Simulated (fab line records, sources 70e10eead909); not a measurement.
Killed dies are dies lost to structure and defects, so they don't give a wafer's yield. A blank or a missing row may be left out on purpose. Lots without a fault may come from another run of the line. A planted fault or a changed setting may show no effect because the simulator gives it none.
Chamber matching | flow nand_harc | NHARC_P_M1_STRIP_18 on rie_diel-03: 4 sister chambers
The step strips in N2/H2. 4 wafers are shown with their chamber, then 7 later ones without.

WAFERS WITH THEIR CHAMBER
wafer  | chamber | drypump_motor_current_A (A)
L083.2 | 0       | 6.4
L083.4 | 1       | 6.1
L089.1 | 3       | 5.4
L089.2 | 2       | 5.2

WAFERS WITHOUT THEIR CHAMBER
wafer  | drypump_motor_current_A (A)
L089.4 | 6.2
L092.1 | 5.5
L092.5 | 6.3
L092.6 | 6.1
L094.3 | 5.5
L094.4 | 5.3
L094.5 | 5.2

WHICH CHAMBER EACH WENT THROUGH
wafer  | from the rows above     | in truth
L089.4 | can't be placed: 1 or 0 | 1
L092.1 | 3                       | 3
L092.5 | can't be placed: 0 or 1 | 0
L092.6 | 1                       | 1
L094.3 | 3                       | 3
L094.4 | can't be placed: 2 or 3 | 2
L094.5 | 2                       | 2
Placed correctly: 4 of 7. Can't be placed from these rows: 3 (the true chamber is among the candidates in 3). Placed wrongly: 0.
How it was worked out, from the rows above alone: a wafer's distance from a chamber is the root of the sum, over the readings, of the square of ((its reading less the chamber's mean) divided by the reading's scatter). The wafer belongs to the nearest chamber; if the next one is less than 2 further off, it can't be placed. A chamber's mean is the mean of its shown wafers. The scatter: with one shown wafer a chamber, the root of the mean of the squares of how far each hidden wafer lies from its nearest shown one.
